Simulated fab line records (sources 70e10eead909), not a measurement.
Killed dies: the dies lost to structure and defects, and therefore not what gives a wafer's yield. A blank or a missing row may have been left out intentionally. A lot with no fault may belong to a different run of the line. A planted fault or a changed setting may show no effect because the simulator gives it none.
fab line records	flow nand-harc	part 2 of 2: steps 5 to 6 of 6
record: lots: 22	wafers: 66	last-day: 33
route steps=1302 shown A_CONTACT@1099 A_BLC@1118 A_M0@1148
lots that met no fault: from a run of the same line without faults
start-h: hours from the record's opening day to when the first of the lot's shown wafers began	wait-h: time in hours since the lot's previous step	" the same as in the row above	L1.1+2: several wafers, shown together as one row	- either no value or no given start	* or withheld: withheld	< > ~ a bound
route shown NAME@n: a module of which the file shows steps, and the number in the route of the first	usual: average and standard deviation across the fault-free wafers	same: alike in all rows	chamber/n: place in a boat	sites: each site's reading	_std_site: standard deviation of those values	_edge_site: the outer-site mean with the inner-site mean subtracted	radius-mm: how far each site lies from the wafer's centre	mask NAME#n: copy n	behind: the last tool/chamber to shape the wafer	hold: reason for holding the lot/hours on hold/outcome of the hold	device: the n, p or np transistor that did not switch	end of line: the same wafers' tests at the end of the route	where a step has no rows: the recipe by itself	killed: at the first sort, the dies lost to defects and structure; wafer yield is something else	map: a wafer's dies, x killed, . not, _ none there
set.NAME: the setting that was run; set.NAME@STEP: the one run at that earlier step	model.NAME: the simulator's own value behind a step, which no gauge read
steps of the route over a sample of lots; a table a step, a row a wafer
services: when a tool's chamber went out of use (start-h, in hours from the record's first day, below 0 if earlier), for how many hours, and the reason
== steps ==
step: NHARC_A_M0_OVL_MEAS_10
recipe: pitch-nm: 160
usual: overlay-x-nm: -0.4/0.88	overlay-y-nm: 0.5/0.69
lot.wafer	tool	chamber	start-h	wait-h	overlay-x-nm	overlay-y-nm
L076.1	overlay-01	-	536.31	-	-1.2	1.6
L076.5	"	-	"	"	-0.6	1.5
L076.6	"	-	"	"	-0.7	1.8
L075.2	overlay-01	-	541.61	-	-0.4	0.7
L075.3	"	-	"	"	-1.3	1.0
L075.5	"	-	"	"	-0.5	0.8
L078.2	overlay-01	-	584.20	-	-1.6	0.0
L078.4	"	-	"	"	-2.1	0.1
L078.5	"	-	"	"	-2.2	-0.2
L079.2	overlay-01	-	588.64	-	-1.4	0.2
L079.4	"	-	"	"	-0.6	-0.2
L079.5	"	-	"	"	-0.9	0.4
L077.1	overlay-02	-	592.63	-	-0.7	-0.3
L077.5	"	-	"	"	-1.3	0.2
L077.6	"	-	"	"	-0.4	-0.3
L081.4	overlay-01	-	599.94	-	-0.6	1.8
L081.5	"	-	"	"	-1.6	0.9
L081.6	"	-	"	"	-1.2	1.5
L082.1	overlay-02	-	608.95	-	0.9	0.0
L082.4	"	-	"	"	0.6	-0.5
L082.5	"	-	"	"	0.6	-0.3
L084.2	overlay-02	-	622.70	-	-1.0	0.2
L084.3	"	-	"	"	-0.5	0.4
L084.4	"	-	"	"	-0.2	0.0
L083.1	overlay-01	-	626.84	-	-0.9	0.2
L083.2	"	-	"	"	-1.0	-1.0
L083.6	"	-	"	"	-0.3	-0.8
L085.1	overlay-02	-	633.21	-	-0.4	0.0
L085.4	"	-	"	"	-0.5	-0.2
L085.5	"	-	"	"	0.1	-0.2
L086.1	overlay-01	-	634.92	-	1.6	1.5
L086.2	"	-	"	"	1.2	1.4
L086.5	"	-	"	"	1.6	1.2
L087.1	overlay-01	-	653.87	-	-0.7	1.2
L087.2	"	-	"	"	-0.7	0.9
L087.3	"	-	"	"	-0.6	0.8
L090.1	overlay-01	-	665.64	-	-0.7	1.5
L090.3	"	-	"	"	-1.0	1.7
L090.4	"	-	"	"	-1.4	1.8
L088.1	overlay-01	-	669.96	-	-0.7	0.0
L088.3	"	-	"	"	-0.8	-0.8
L088.4	"	-	"	"	-0.8	-0.5
L089.1	overlay-02	-	676.34	-	-0.9	0.5
L089.2	"	-	"	"	-1.4	0.6
L089.3	"	-	"	"	-1.0	0.5
L092.1	overlay-01	-	710.71	-	1.2	0.5
L092.2	"	-	"	"	0.9	0.4
L092.4	"	-	"	"	1.3	0.6
L091.1	overlay-01	-	717.40	-	0.0	0.0
L091.3	"	-	"	"	-0.4	0.5
L091.5	"	-	"	"	-0.4	0.4
L093.1	overlay-02	-	723.71	-	-0.8	0.7
L093.3	"	-	"	"	-1.0	0.8
L093.5	"	-	"	"	-0.8	0.6
L094.1	overlay-01	-	728.03	-	1.2	-0.5
L094.4	"	-	"	"	0.9	0.0
L094.5	"	-	"	"	0.5	-0.1
L095.1	overlay-02	-	729.03	-	0.1	0.9
L095.3	"	-	"	"	0.0	1.0
L095.4	"	-	"	"	0.0	0.7
L097.1	overlay-02	-	740.33	-	-0.3	0.1
L097.5	"	-	"	"	0.2	0.2
L097.6	"	-	"	"	-1.0	0.5
L096.1	overlay-02	-	742.24	-	-0.6	0.5
L096.2	"	-	"	"	-0.8	0.3
L096.3	"	-	"	"	-1.2	0.1
step: NHARC_A_M0_ETCH_34
recipe: target-depth-a: 400	overetch-a: 120	time-s: 43.94	ion-energy-ev: 200	n2-flow-sccm: 150	h2-flow-sccm: 150	ar-flow-sccm: 0	rf-w: 400	bias-w: 150	chemistry: N2/H2
usual: chamber-pressure-mTorr: 29.997/0.027	drypump-motor-current-A: 5.61/0.26	n2-flow-sccm: 150.0/0.44	oes-product-au: 1.004/0.012	rf-vpp-V: 430.3/2.4	showerhead-plenum-p-Torr: 2.03/0.079	throttle-valve-pct: 14.170/0.0088
lot.wafer	tool	chamber	start-h	wait-h	chamber-pressure-mTorr	drypump-motor-current-A	n2-flow-sccm	oes-product-au	rf-hours-counter-h	rf-vpp-V	showerhead-plenum-p-Torr	throttle-valve-pct
L076.1	rie-diel-10	0	536.51	0.1	30.037	5.88	149.7	1.014	7	431.9	2.07	14.170
L076.5	"	1	"	"	30.013	5.38	149.1	1.017	-	426.8	1.90	14.164
L076.6	"	2	"	"	30.004	5.54	150.2	0.993	-	428.9	2.00	14.158
L075.2	rie-diel-11	3	541.80	0.1	30.009	5.44	149.7	1.005	7	431.6	2.07	14.168
L075.3	"	1	"	"	29.973	4.97	151.0	1.008	7	429.8	1.99	14.180
L075.5	"	2	"	"	29.993	5.44	150.0	1.013	-	434.0	2.13	14.184
L078.2	rie-diel-10	2	584.39	0.1	29.938	5.52	150.3	1.000	8	428.8	2.00	14.178
L078.4	"	3	"	"	29.961	5.93	149.5	0.997	9	433.0	2.10	14.189
L078.5	"	2	"	"	30.028	5.53	150.1	0.996	-	429.6	2.00	14.178
L079.2	rie-diel-11	2	588.82	0.1	30.004	5.45	151.1	1.003	11	434.3	2.13	14.151
L079.4	"	1	"	"	29.937	4.97	150.0	1.021	11	429.3	1.99	14.171
L079.5	"	3	"	"	30.017	5.47	150.2	0.991	-	431.4	2.07	14.146
L077.1	rie-diel-08	0	592.83	0.1	30.046	5.71	150.3	1.007	1	432.5	2.11	14.164
L077.5	"	0	"	"	30.042	5.69	150.3	0.997	-	432.8	2.11	14.150
L077.6	"	1	"	"	29.979	5.96	149.9	1.008	-	430.1	1.99	14.161
L081.4	rie-diel-11	1	600.14	0.1	30.011	4.98	150.5	1.005	13	429.0	1.99	14.171
L081.6	"	2	"	"	30.018	5.46	149.7	1.003	-	433.4	2.13	14.177
L081.5	"	3	"	"	29.983	5.50	149.9	0.998	-	432.2	2.07	14.169
L082.1	rie-diel-11	0	609.13	0.1	29.917	5.71	150.0	0.986	12	431.9	2.14	14.175
L082.4	"	1	"	"	29.999	4.95	150.5	1.023	14	428.5	1.99	14.161
L082.5	"	0	"	"	30.050	5.76	150.6	0.980	-	432.3	2.14	14.179
L084.2	rie-diel-10	1	622.88	0.1	30.012	5.40	150.2	1.014	1	427.3	1.90	14.168
L084.3	"	2	"	"	30.002	5.55	149.6	1.001	1	429.3	2.00	14.169
L084.4	"	3	"	"	29.981	5.96	150.1	1.003	1	431.1	2.10	14.158
L083.1	rie-diel-11	2	627.02	0.1	29.978	5.45	150.4	0.998	0	434.4	2.13	14.177
L083.2	"	1	"	"	30.025	4.97	149.2	1.021	0	427.5	1.99	14.179
L083.6	"	3	"	"	30.010	5.45	150.0	1.021	-	431.1	2.07	14.175
L085.4	rie-diel-10	3	633.41	0.1	29.986	5.90	150.0	1.004	2	432.6	2.10	14.179
L085.1	"	0	"	"	30.020	5.86	151.1	1.007	2	431.1	2.07	14.180
L085.5	"	2	"	"	30.003	5.54	150.1	0.987	-	430.0	2.00	14.164
L086.2	rie-diel-10	2	635.11	0.1	29.973	5.53	149.1	1.002	1	428.2	2.00	14.176
L086.1	"	3	"	"	29.976	5.91	150.3	0.997	2	432.8	2.10	14.176
L086.5	"	1	"	"	30.025	5.39	150.0	1.007	-	426.3	1.90	14.183
L087.1	rie-diel-10	3	654.53	0.5	29.957	5.89	150.5	1.014	3	431.3	2.10	14.165
L087.2	"	0	"	"	30.027	5.87	149.8	1.007	3	431.8	2.07	14.180
L087.3	"	1	"	"	29.986	5.38	149.6	1.014	3	427.6	1.90	14.193
L090.3	rie-diel-10	0	665.82	0.1	29.993	5.87	150.1	1.013	4	431.6	2.07	14.182
L090.4	"	1	"	"	29.966	5.42	149.9	1.014	3	425.5	1.90	14.174
L090.1	"	2	"	"	29.995	5.54	150.1	1.002	4	430.2	2.00	14.165
L088.3	rie-diel-10	0	670.15	0.1	29.987	5.88	150.5	1.008	4	430.4	2.07	14.180
L088.1	"	2	"	"	30.023	5.52	149.7	1.004	4	431.5	2.00	14.166
L088.4	"	3	"	"	30.021	5.91	150.4	1.006	4	433.2	2.10	14.167
L089.3	rie-diel-10	2	676.53	0.1	29.975	5.54	149.3	0.999	4	428.9	2.00	14.173
L089.1	"	3	"	"	29.985	5.93	150.2	1.015	4	431.7	2.10	14.152
L089.2	"	0	"	"	29.979	5.85	149.5	1.016	4	431.3	2.07	14.173
L092.1	rie-diel-10	2	710.89	0.1	30.021	5.51	151.0	1.008	6	429.0	2.00	14.176
L092.4	"	3	"	"	29.984	5.87	149.5	1.020	7	432.6	2.10	14.177
L092.2	"	1	"	"	30.010	5.39	149.7	1.017	6	426.5	1.90	14.180
L091.1	rie-diel-08	1	717.58	0.1	30.013	5.97	150.5	1.018	6	427.8	1.99	14.183
L091.3	"	0	"	"	30.011	5.69	150.1	0.994	7	432.0	2.10	14.160
L091.5	"	1	"	"	29.979	5.99	150.0	1.013	-	428.6	1.99	14.173
L093.3	rie-diel-11	0	723.89	0.1	29.970	5.71	150.2	0.992	5	432.6	2.14	14.180
L093.1	"	1	"	"	30.004	4.98	149.5	1.005	5	427.3	1.99	14.166
L093.5	"	0	"	"	29.989	5.69	150.0	0.984	-	432.5	2.14	14.169
L094.4	rie-diel-10	3	728.22	0.1	30.022	5.89	150.0	1.016	8	431.9	2.10	14.185
L094.1	"	2	"	"	30.028	5.55	149.5	0.996	7	428.6	2.00	14.174
L094.5	"	0	"	"	30.022	5.87	150.3	1.025	-	432.1	2.06	14.170
L095.3	rie-diel-10	0	729.21	0.1	30.051	5.89	150.1	1.011	7	430.9	2.07	14.162
L095.1	"	1	"	"	30.003	5.41	150.7	1.013	7	426.3	1.90	14.171
L095.4	"	3	"	"	29.993	5.91	150.4	1.017	8	433.0	2.10	14.175
L097.1	rie-diel-08	2	740.53	0.1	30.001	5.83	150.5	0.969	0	431.7	2.07	14.163
L097.5	"	0	"	"	30.049	5.69	149.1	0.978	-	431.8	2.10	14.172
L097.6	"	1	"	"	29.968	5.98	149.9	1.005	-	430.3	1.99	14.160
L096.1	rie-diel-08	0	742.42	0.1	30.008	5.72	149.9	0.977	0	433.5	2.10	14.174
L096.3	"	1	"	"	30.028	5.94	150.5	0.994	0	430.0	1.99	14.172
L096.2	"	2	"	"	30.032	5.84	149.7	0.981	0	431.2	2.07	14.168
== services ==
tool	chamber	start-h	hours	kind
cmp-01	-	505.93	0.6	repair
cmp-03	-	507.32	0.5	repair
rie-diel-10	2	509.50	4.9	repair
cmp-02	-	512.96	2.0	repair
cmp-02	-	525.95	0.5	repair
cmp-02	-	526.50	4.0	pm
cmp-01	-	528.35	7.4	repair
cmp-03	-	533.27	4.4	repair
cmp-03	-	556.32	4.0	pm
cmp-01	-	569.26	2.2	repair
cmp-01	-	577.70	4.0	pm
rie-diel-10	-	596.50	9.0	pm
rie-diel-03	2	606.07	3.8	repair
cmp-02	-	624.50	4.0	pm
cmp-03	-	626.29	0.8	repair
cmp-01	-	633.29	0.3	repair
rie-diel-03	-	635.33	9.0	pm
cmp-03	-	654.32	4.0	pm
cmp-01	-	663.16	0.3	repair
cmp-01	-	675.70	4.0	pm
cmp-01	-	681.35	7.4	repair
cmp-02	-	722.60	4.0	pm
rie-diel-03	1	722.97	7.2	repair
rie-diel-10	3	738.52	5.7	repair
